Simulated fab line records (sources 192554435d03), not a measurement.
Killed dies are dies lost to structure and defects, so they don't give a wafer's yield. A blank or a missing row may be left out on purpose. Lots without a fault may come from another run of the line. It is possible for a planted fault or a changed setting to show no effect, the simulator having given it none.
Which tool did it? | flow n5-finfet | 27 wafers from 9 lots sampled at 7 of the route's 1938 steps

== WHAT EACH GAUGE READ, for each wafer ==
N5_BEOL_M8_OVL_MEAS_29. Usual: V7_OVL gives 0.1 nm (standard deviation 0.75).
lot  | measured     | on         | V7_OVL (nm)    | flag
L124 | day 9 20:35  | overlay-01 | 0.2 0.5 -0.4   |
L131 | day 11 06:28 | overlay-01 | 0.2 -0.1 0.4   |
L132 | day 11 12:14 | overlay-02 | -0.4 0.6 -0.3  |
L135 | day 12 17:47 | overlay-01 | -0.5 -0.3 -0.2 |
L141 | day 14 08:10 | overlay-02 | 0.2 -0.2 0.4   |
L142 | day 15 00:31 | overlay-01 | -1.0 -0.4 -1.1 |
L143 | day 15 08:25 | overlay-02 | -1.1 -0.6 -0.5 |
L144 | day 15 17:39 | overlay-01 | 0.3 0.3 0.2    |
L145 | day 16 07:44 | overlay-01 | 0.8 0.9 0.6    |

N5_BEOL_M8_OCD_MEAS_38. Usual: 93.1 nm for trench-depth-nm, sd 2.4.
lot  | measured     | on     | trench-depth-nm (nm) | flag
L124 | day 9 21:37  | ocd-02 | 97.0 95.1 96.9       |
L131 | day 11 06:59 | ocd-01 | 83.8 85.7 83.6       | OFF
L132 | day 11 12:44 | ocd-02 | 81.3 83.0 83.1       | OFF
L135 | day 12 18:18 | ocd-01 | 91.0 99.3 96.9       |
L141 | day 14 08:41 | ocd-01 | 90.6 96.8 97.7       |
L142 | day 15 01:04 | ocd-02 | 91.8 93.6 91.9       |
L143 | day 15 09:14 | ocd-02 | 90.7 89.5 91.7       |
L144 | day 15 18:10 | ocd-01 | 89.2 89.8 92.1       |
L145 | day 16 08:16 | ocd-02 | 96.2 97.4 92.7       |

N5_BEOL_M8_THK_MEAS_53: measures by xrf. Usual: M8_THK gives 81 nm (standard deviation 3).
lot  | measured     | on            | M8_THK (nm) | flag
L124 | day 10 00:11 | film-metro-01 | 86 84 84    |
L131 | day 11 09:11 | film-metro-02 | 73 74 74    |
L132 | day 11 17:10 | film-metro-02 | 68 72 70    | OFF
L135 | day 12 21:29 | film-metro-01 | 77 87 82    |
L141 | day 14 10:55 | film-metro-02 | 80 86 86    |
L142 | day 15 04:50 | film-metro-02 | 81 81 80    |
L143 | day 15 11:42 | film-metro-02 | 77 78 79    |
L144 | day 15 20:56 | film-metro-01 | 78 80 81    |
L145 | day 16 11:49 | film-metro-02 | 83 85 81    |

N5_BEOL_M8_RS_MEAS_57: a four-point-probe measurement. Usual: M8_RS gives 0.286 ohm/sq (standard deviation 0.012).
lot  | measured     | on            | M8_RS (ohm/sq)    | flag
L124 | day 10 00:20 | film-metro-01 | 0.269 0.277 0.274 |
L131 | day 11 09:19 | film-metro-01 | 0.323 0.320 0.320 |
L132 | day 11 17:17 | film-metro-01 | 0.348 0.327 0.337 | OFF
L135 | day 12 21:37 | film-metro-02 | 0.305 0.263 0.283 |
L141 | day 14 11:02 | film-metro-02 | 0.290 0.267 0.266 |
L142 | day 15 04:58 | film-metro-02 | 0.287 0.285 0.289 |
L143 | day 15 11:52 | film-metro-02 | 0.300 0.296 0.291 |
L144 | day 15 21:04 | film-metro-02 | 0.302 0.293 0.289 |
L145 | day 16 11:56 | film-metro-01 | 0.275 0.268 0.285 |

== WHICH TOOL RAN EACH LOT (tool, then ch and the chambers of the sampled wafers, then the start) ==
lot  | N5_BEOL_M8_ETCH_61                 | N5_BEOL_M8_TRENCH_ETCH_37          | N5_BEOL_M8_CURE_75
L124 | rie-diel-04 ch 2,3, day 9 17:47    | rie-diel-06 ch 1,3, day 9 21:28    | uv-cure-01 ch 1, day 9 21:49
L131 | rie-diel-05 ch 2,3, day 11 05:39   | rie-diel-04 ch 0,3, day 11 06:50   | uv-cure-02 ch 0, day 11 07:14
L132 | rie-diel-04 ch 1,2,3, day 11 11:13 | rie-diel-04 ch 0,1,2, day 11 12:35 | uv-cure-02 ch 1, day 11 12:59
L135 | rie-diel-04 ch 0,2, day 12 14:46   | rie-diel-06 ch 1,2,3, day 12 18:08 | uv-cure-02 ch 0, day 12 18:29
L141 | rie-diel-05 ch 0,1, day 14 06:29   | rie-diel-06 ch 1,2, day 14 08:32   | uv-cure-02 ch 0, day 14 08:53
L142 | rie-diel-04 ch 0,3, day 14 21:43   | rie-diel-04 ch 0,3, day 15 00:55   | uv-cure-03 ch 1, day 15 01:19
L143 | rie-diel-04 ch 1,2, day 15 06:08   | rie-diel-04 ch 1,2, day 15 09:04   | uv-cure-03 ch 0, day 15 09:31
L144 | rie-diel-06 ch 0,1, day 15 14:07   | rie-diel-04 ch 1,2, day 15 18:01   | uv-cure-02 ch 2, day 15 18:22
L145 | rie-diel-06 ch 0,1,2, day 16 04:59 | rie-diel-06 ch 0,1, day 16 08:07   | uv-cure-02 ch 2, day 16 08:34
- N5_BEOL_M8_ETCH_61: etches SiARC in CF4, target depth 45.5 nm, time 75.8 s.
- N5_BEOL_M8_TRENCH_ETCH_37: etches SiCOH lowk in C4F6/O2, target depth 93.478 nm, time 31.2 s.
- N5_BEOL_M8_CURE_75: cures SiCOH lowk, time 120 s.

== WHAT THE TOOLS THEMSELVES READ (means of the sampled wafers that have a number; where no wafer has one, the mark that the record gives instead) ==
N5_BEOL_M8_ETCH_61. Usual: drypump-motor-current-A 5.7 A, standard deviation 0.4; etch-rf-on-time-s 75.6 s, standard deviation 2.1; mfc-ar-sccm 100.03 sccm, standard deviation 0.29; oes-product-au 0.69 a.u., standard deviation 0.086; rf-fwd-power-W 539.0 W, standard deviation 2.1; rf-vpp-V 184.0 V, standard deviation 1.3; showerhead-plenum-p-Torr 2.13 Torr, standard deviation 0.087; throttle-valve-pct 15.47 %, standard deviation 0.23.
lot  | tool        | drypump-motor-current-A (A) | etch-rf-on-time-s (s) | mfc-ar-sccm (sccm) | oes-product-au (a.u.) | rf-fwd-power-W (W) | rf-vpp-V (V) | showerhead-plenum-p-Torr (Torr) | throttle-valve-pct (%) | flag
L124 | rie-diel-04 | 5.5                         | 74.8                  | 100.12             | 0.70                  | 538.9              | 182.9        | 2.13                            | 15.36                  |
L131 | rie-diel-05 | 5.4                         | 77.0                  | 99.93              | 0.74                  | 539.1              | 183.9        | 2.15                            | 15.53                  |
L132 | rie-diel-04 | 5.4                         | 76.9                  | 99.99              | 0.64                  | 540.6              | 183.4        | 2.10                            | 15.47                  |
L135 | rie-diel-04 | 5.6                         | 77.3                  | 100.03             | 0.72                  | 537.9              | 184.6        | 2.25                            | 15.38                  |
L141 | rie-diel-05 | 5.9                         | 75.5                  | 100.19             | 0.70                  | 537.8              | 184.1        | 2.14                            | 15.38                  |
L142 | rie-diel-04 | 5.4                         | 75.5                  | 100.01             | 0.71                  | 540.4              | 184.2        | 2.14                            | 15.24                  |
L143 | rie-diel-04 | 5.4                         | 77.6                  | 99.90              | 0.58                  | 536.1              | 183.2        | 2.08                            | 15.60                  |
L144 | rie-diel-06 | 6.4                         | 75.2                  | 100.21             | 0.74                  | 538.4              | 183.5        | 2.10                            | 15.61                  |
L145 | rie-diel-06 | 6.0                         | 74.5                  | 99.96              | 0.77                  | 536.5              | 184.9        | 2.15                            | 15.53                  |

N5_BEOL_M8_TRENCH_ETCH_37. Usual: drypump-motor-current-A is 5.7 A with standard deviation 0.45, mfc-ar-sccm is 300.0 sccm with standard deviation 0.92, oes-product-au is 0.81 a.u. with standard deviation 0.11, rf-fwd-power-W is 339.6 W with standard deviation 1.4, rf-vpp-V is 660 V with standard deviation 15, showerhead-plenum-p-Torr is 2.83 Torr with standard deviation 0.13, and throttle-valve-pct is 20.77 % with standard deviation 0.19.
lot  | tool        | drypump-motor-current-A (A) | mfc-ar-sccm (sccm) | oes-product-au (a.u.) | rf-fwd-power-W (W) | rf-vpp-V (V) | showerhead-plenum-p-Torr (Torr) | throttle-valve-pct (%) | flag
L124 | rie-diel-06 | 6.2                         | 300.1              | 0.75                  | 340.5              | 654          | 2.76                            | 20.97                  |
L131 | rie-diel-04 | 5.5                         | 299.7              | 0.86                  | 256.7              | 761          | 2.97                            | 20.62                  | OFF
L132 | rie-diel-04 | 5.6                         | 299.7              | 0.73                  | 256.1              | 754          | 2.89                            | 20.69                  | OFF
L135 | rie-diel-06 | 6.0                         | 299.8              | 0.82                  | 339.4              | 662          | 2.71                            | 20.75                  |
L141 | rie-diel-06 | 5.8                         | 301.3              | 0.84                  | 339.9              | 673          | 2.73                            | 20.81                  |
L142 | rie-diel-04 | 5.5                         | 299.7              | 0.85                  | 339.8              | 661          | 2.95                            | 20.68                  |
L143 | rie-diel-04 | 5.6                         | 299.7              | 0.67                  | 338.2              | 649          | 2.83                            | 20.89                  |
L144 | rie-diel-04 | 5.4                         | 300.4              | 0.67                  | 339.2              | 651          | 2.75                            | 20.71                  |
L145 | rie-diel-06 | 6.2                         | 300.3              | 0.87                  | 339.1              | 663          | 2.76                            | 20.87                  |

N5_BEOL_M8_CURE_75. Usual: lamp-power-pct 52.31 %, standard deviation 0.061; wafer_temp_C_max 371.8, standard deviation 0.57.
lot  | tool       | lamp-power-pct (%) | wafer_temp_C_max | flag
L124 | uv-cure-01 | 52.36              | 372.6            |
L131 | uv-cure-02 | 52.28              | 372.3            |
L132 | uv-cure-02 | 52.34              | 371.7            |
L135 | uv-cure-02 | 52.41              | 372.1            |
L141 | uv-cure-02 | 52.28              | 372.1            |
L142 | uv-cure-03 | 52.26              | 371.4            |
L143 | uv-cure-03 | 52.28              | 371.0            |
L144 | uv-cure-02 | 52.33              | 372.1            |
L145 | uv-cure-02 | 52.26              | 372.0            |

== THE ANSWER, worked out from the rows above alone ==
Rule: take the mean of a lot's wafers that have a number; if it is more than 3 standard deviations from the usual mean, the lot is off. A lot without any number at a reading at which 4 lots or more have one is off too. Where the step has rows for the other lots, those lots are counted as sound. After the gauges, taken in route order, come the tools' own readings; for these a lot's mean is taken, as printed above. The first step at which some lot is off is used, and at that step the reading that is off furthest; a lot without a number counts as furthest.
Off: L131, L132 (N5_BEOL_M8_OCD_MEAS_38, trench-depth-nm).
A tool fits if, at a process step before that reading, it ran every lot that is off, and no sound lot after the first of them. The gauges at N5_BEOL_M8_OCD_MEAS_38 aren't tried: what is off there is off at N5_BEOL_M8_TRENCH_ETCH_37 too, on other tools, and a gauge's error can't cause that. Not one of the candidates tried fits.

== WHAT HAD BEEN PUT IN BY THE SIMULATOR ==
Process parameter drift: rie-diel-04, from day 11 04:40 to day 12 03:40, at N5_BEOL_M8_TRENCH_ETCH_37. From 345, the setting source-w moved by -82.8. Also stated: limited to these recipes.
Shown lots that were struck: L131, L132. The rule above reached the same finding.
